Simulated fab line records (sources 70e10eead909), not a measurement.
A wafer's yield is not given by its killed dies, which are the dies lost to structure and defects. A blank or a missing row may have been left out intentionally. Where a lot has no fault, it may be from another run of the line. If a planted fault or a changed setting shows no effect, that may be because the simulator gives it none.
Chamber matching :: flow nand-harc :: NHARC_A_STAIRCASE_DESCUM_186 on rie-diel-02: 4 sister chambers
The step chemistry O2, time 3 s. 8 wafers are shown with their chamber, then 8 later ones without.

## EACH WAFER AND ITS CHAMBER
wafer: L079.2
chamber: 0
drypump-motor-current-A (A): 5.6
showerhead-plenum-p-Torr (Torr): 2.03

wafer: L079.5
chamber: 0
drypump-motor-current-A (A): 5.6
showerhead-plenum-p-Torr (Torr): 2.03

wafer: L078.3
chamber: 2
drypump-motor-current-A (A): 6.2
showerhead-plenum-p-Torr (Torr): 2.01

wafer: L082.2
chamber: 3
drypump-motor-current-A (A): 4.9
showerhead-plenum-p-Torr (Torr): 1.89

wafer: L082.4
chamber: 2
drypump-motor-current-A (A): 6.2
showerhead-plenum-p-Torr (Torr): 2.00

wafer: L083.1
chamber: 3
drypump-motor-current-A (A): 5.0
showerhead-plenum-p-Torr (Torr): 1.90

wafer: L083.6
chamber: 1
drypump-motor-current-A (A): 5.8
showerhead-plenum-p-Torr (Torr): 1.89

wafer: L092.1
chamber: 1
drypump-motor-current-A (A): 5.8
showerhead-plenum-p-Torr (Torr): 1.89

## WAFERS WITH NO CHAMBER GIVEN
wafer: L092.3
drypump-motor-current-A (A): 4.9
showerhead-plenum-p-Torr (Torr): 1.89

wafer: L092.6
drypump-motor-current-A (A): 6.2
showerhead-plenum-p-Torr (Torr): 2.00

wafer: L096.2
drypump-motor-current-A (A): 5.8
showerhead-plenum-p-Torr (Torr): 1.89

wafer: L096.3
drypump-motor-current-A (A): 5.6
showerhead-plenum-p-Torr (Torr): 2.02

wafer: L096.4
drypump-motor-current-A (A): 5.6
showerhead-plenum-p-Torr (Torr): 2.01

wafer: L097.1
drypump-motor-current-A (A): 5.8
showerhead-plenum-p-Torr (Torr): 1.88

wafer: L097.2
drypump-motor-current-A (A): 6.2
showerhead-plenum-p-Torr (Torr): 1.99

wafer: L097.4
drypump-motor-current-A (A): 4.9
showerhead-plenum-p-Torr (Torr): 1.88

## CHAMBER TAKEN BY EACH
wafer: L092.3
from the rows above: 3
in truth: 3

wafer: L092.6
from the rows above: 2
in truth: 2

wafer: L096.2
from the rows above: 1
in truth: 1

wafer: L096.3
from the rows above: 0
in truth: 0

wafer: L096.4
from the rows above: 0
in truth: 0

wafer: L097.1
from the rows above: 1
in truth: 1

wafer: L097.2
from the rows above: 2
in truth: 2

wafer: L097.4
from the rows above: 3
in truth: 3
8 of 8 placed correctly. Can't be placed from these rows: 0. Wrongly placed: 0.
How it was worked out, from the rows above alone: a wafer's distance from a chamber is the root of the sum, over the readings, of the square of ((its reading less the chamber's mean) divided by the reading's scatter). If the next closest chamber is less than 2 further off than the closest, the wafer can't be placed; otherwise it belongs to the closest. For every chamber, the mean is computed from those of its wafers that are shown. How the scatter is found: for the shown wafers, subtract from each reading the mean of its chamber, square and add these, divide the total by (wafers less chambers), then take the root.
